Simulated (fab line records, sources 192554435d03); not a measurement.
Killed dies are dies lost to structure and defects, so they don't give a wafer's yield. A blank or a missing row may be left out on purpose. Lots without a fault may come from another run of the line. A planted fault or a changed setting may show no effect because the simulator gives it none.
Chamber matching | flow n5_finfet | N5_BEOL_M14_TRENCH_ETCH_34 on rie_diel-01: 4 sister chambers
The step etches SiO2 in C4F8/O2/Ar, target depth 556.65 nm, time 126.9 s. 18 wafers are shown with their chamber, then 9 later ones without.

WAFERS WITH THEIR CHAMBER
wafer  | chamber | drypump_motor_current_A (A) | rf_vpp_V (V) | throttle_valve_pct (%)
L077.2 | 3       | 5.2                         | 2260         | 31.02
L077.3 | 1       | 5.6                         | 2219         | 30.45
L077.6 | 1       | 5.6                         | 2219         | 30.45
L079.1 | 0       | 5.1                         | 2237         | 30.57
L079.4 | 1       | 5.6                         | 2218         | 30.45
L079.6 | 2       | 5.7                         | 2223         | 30.96
L081.2 | 1       | 5.6                         | 2217         | 30.48
L081.3 | 2       | 5.8                         | 2225         | 30.97
L081.4 | 0       | 5.1                         | 2236         | 30.59
L083.1 | 2       | 5.8                         | 2223         | 31.01
L083.3 | 3       | 5.2                         | 2260         | 31.03
L083.6 | 1       | 5.6                         | 2218         | 30.47
L085.4 | 2       | 5.8                         | 2223         | 30.98
L085.5 | 1       | 5.6                         | 2218         | 30.47
L085.6 | 3       | 5.2                         | 2261         | 31.03
L086.1 | 2       | 5.8                         | 2223         | 31.00
L086.3 | 1       | 5.6                         | 2217         | 30.48
L086.4 | 1       | 5.6                         | 2218         | 30.51

SIGNATURES (means of the wafers above)
reading                 | chamber 0 | chamber 1 | chamber 2 | chamber 3 | scatter within a chamber
drypump_motor_current_A | 5.100     | 5.600     | 5.780     | 5.200     | 0.0239
rf_vpp_V                | 2236.50   | 2218.00   | 2223.40   | 2260.33   | 0.773
throttle_valve_pct      | 30.5800   | 30.4700   | 30.9840   | 31.0267   | 0.0189
Rule: a wafer's distance from a chamber is the root of the sum, over the readings, of the square of ((its reading less the chamber's mean) divided by the reading's scatter). The wafer belongs to the nearest chamber; if the next one is less than 2 further off, it can't be placed. The scatter: the root of (the sum of the squares of (reading less its chamber's mean) over the shown wafers, divided by (wafers less chambers)).

WAFERS WITHOUT THEIR CHAMBER
wafer  | drypump_motor_current_A (A) | rf_vpp_V (V) | throttle_valve_pct (%)
L093.1 | 5.1                         | 2235         | 30.59
L093.3 | 5.2                         | 2261         | 31.03
L093.4 | 5.8                         | 2223         | 31.00
L092.1 | 5.1                         | 2236         | 30.60
L092.2 | 5.2                         | 2259         | 31.05
L092.6 | 5.8                         | 2223         | 31.01
L096.1 | 5.1                         | 2235         | 30.60
L096.2 | 5.2                         | 2260         | 31.05
L096.5 | 5.2                         | 2259         | 31.05

WHICH CHAMBER EACH WENT THROUGH
wafer  | from the rows above | in truth
L093.1 | 0                   | 0
L093.3 | 3                   | 3
L093.4 | 2                   | 2
L092.1 | 0                   | 0
L092.2 | 3                   | 3
L092.6 | 2                   | 2
L096.1 | 0                   | 0
L096.2 | 3                   | 3
L096.5 | 3                   | 3
Placed correctly: 9 of 9. Can't be placed from these rows: 0. Placed wrongly: 0.
